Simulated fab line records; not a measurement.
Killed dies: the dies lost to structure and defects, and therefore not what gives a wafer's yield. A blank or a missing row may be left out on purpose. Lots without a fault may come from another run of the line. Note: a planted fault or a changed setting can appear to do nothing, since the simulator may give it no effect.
Chamber matching || flow nandHarc || NHARC_A_CHANNEL_FILL_D1_ALD_14 on aldHk-02: 4 sister chambers
The step deposits SiO2, target thk 2.5 nm, pulse time 10 s, ald cycles 25. 16 wafers are shown with their chamber, then 8 later ones without.

## EACH WAFER AND ITS CHAMBER
{"wafer": "L575.1", "chamber": 3, "heaterPowerW (W)": 442, "precursorPulseHeightRel": 1.026}
{"wafer": "L575.2", "chamber": 2, "heaterPowerW (W)": 511, "precursorPulseHeightRel": 0.999}
{"wafer": "L575.5", "chamber": 0, "heaterPowerW (W)": 409, "precursorPulseHeightRel": 0.998}
{"wafer": "L577.2", "chamber": 2, "heaterPowerW (W)": 513, "precursorPulseHeightRel": 0.968}
{"wafer": "L577.4", "chamber": 0, "heaterPowerW (W)": 423, "precursorPulseHeightRel": 0.962}
{"wafer": "L577.5", "chamber": 3, "heaterPowerW (W)": 444, "precursorPulseHeightRel": 1.009}
{"wafer": "L580.1", "chamber": 2, "heaterPowerW (W)": 504, "precursorPulseHeightRel": 1.017}
{"wafer": "L580.2", "chamber": 1, "heaterPowerW (W)": 402, "precursorPulseHeightRel": 1.007}
{"wafer": "L580.5", "chamber": 2, "heaterPowerW (W)": 511, "precursorPulseHeightRel": 1.001}
{"wafer": "L585.2", "chamber": 2, "heaterPowerW (W)": 516, "precursorPulseHeightRel": 1.026}
{"wafer": "L585.3", "chamber": 3, "heaterPowerW (W)": 437, "precursorPulseHeightRel": 0.977}
{"wafer": "L585.6", "chamber": 3, "heaterPowerW (W)": 432, "precursorPulseHeightRel": 1.015}
{"wafer": "L587.1", "chamber": 0, "heaterPowerW (W)": 411, "precursorPulseHeightRel": 1.004}
{"wafer": "L587.2", "chamber": 3, "heaterPowerW (W)": 445, "precursorPulseHeightRel": 0.978}
{"wafer": "L587.5", "chamber": 2, "heaterPowerW (W)": 520, "precursorPulseHeightRel": 0.995}
{"wafer": "L586.1", "chamber": 1, "heaterPowerW (W)": 413, "precursorPulseHeightRel": 0.991}

SIGNATURES (averages over the wafers above)
{"reading": "heaterPowerW", "chamber 0": 414.33, "chamber 1": 407.50, "chamber 2": 512.50, "chamber 3": 440.00, "scatter within a chamber": 6.05}
{"reading": "precursorPulseHeightRel", "chamber 0": 0.98800, "chamber 1": 0.99900, "chamber 2": 1.00100, "chamber 3": 1.00100, "scatter within a chamber": 0.0207}
Rule: for a wafer and a chamber, the distance is found by dividing, reading by reading, the gap between the wafer's reading and the chamber's mean by the reading's scatter, squaring, summing and taking the root. The wafer belongs to the nearest chamber; if the next one is less than 2 further off, it can't be placed. The scatter: the root of (the sum of the squares of (reading less its chamber's mean) over the shown wafers, divided by (wafers less chambers)).

## WAFERS WITH NO CHAMBER GIVEN
{"wafer": "L586.2", "heaterPowerW (W)": 448, "precursorPulseHeightRel": 0.994}
{"wafer": "L586.6", "heaterPowerW (W)": 439, "precursorPulseHeightRel": 0.994}
{"wafer": "L591.2", "heaterPowerW (W)": 414, "precursorPulseHeightRel": 0.995}
{"wafer": "L591.3", "heaterPowerW (W)": 520, "precursorPulseHeightRel": 1.033}
{"wafer": "L591.5", "heaterPowerW (W)": 439, "precursorPulseHeightRel": 0.985}
{"wafer": "L598.1", "heaterPowerW (W)": 504, "precursorPulseHeightRel": 0.958}
{"wafer": "L598.2", "heaterPowerW (W)": 435, "precursorPulseHeightRel": 1.003}
{"wafer": "L598.6", "heaterPowerW (W)": 440, "precursorPulseHeightRel": 0.989}

## WHICH CHAMBER EACH ONE RAN IN
{"wafer": "L586.2", "from the rows above": 3, "in truth": 3}
{"wafer": "L586.6", "from the rows above": 3, "in truth": 3}
{"wafer": "L591.2", "from the rows above": "can't be placed: 0 or 1", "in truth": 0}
{"wafer": "L591.3", "from the rows above": 2, "in truth": 2}
{"wafer": "L591.5", "from the rows above": 3, "in truth": 3}
{"wafer": "L598.1", "from the rows above": 2, "in truth": 2}
{"wafer": "L598.2", "from the rows above": 3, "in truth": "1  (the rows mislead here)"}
{"wafer": "L598.6", "from the rows above": 3, "in truth": 3}
6 of 8 placed correctly. Unplaceable from these rows: 1, with the true chamber sitting among the candidates in 1. 1 placed wrongly.
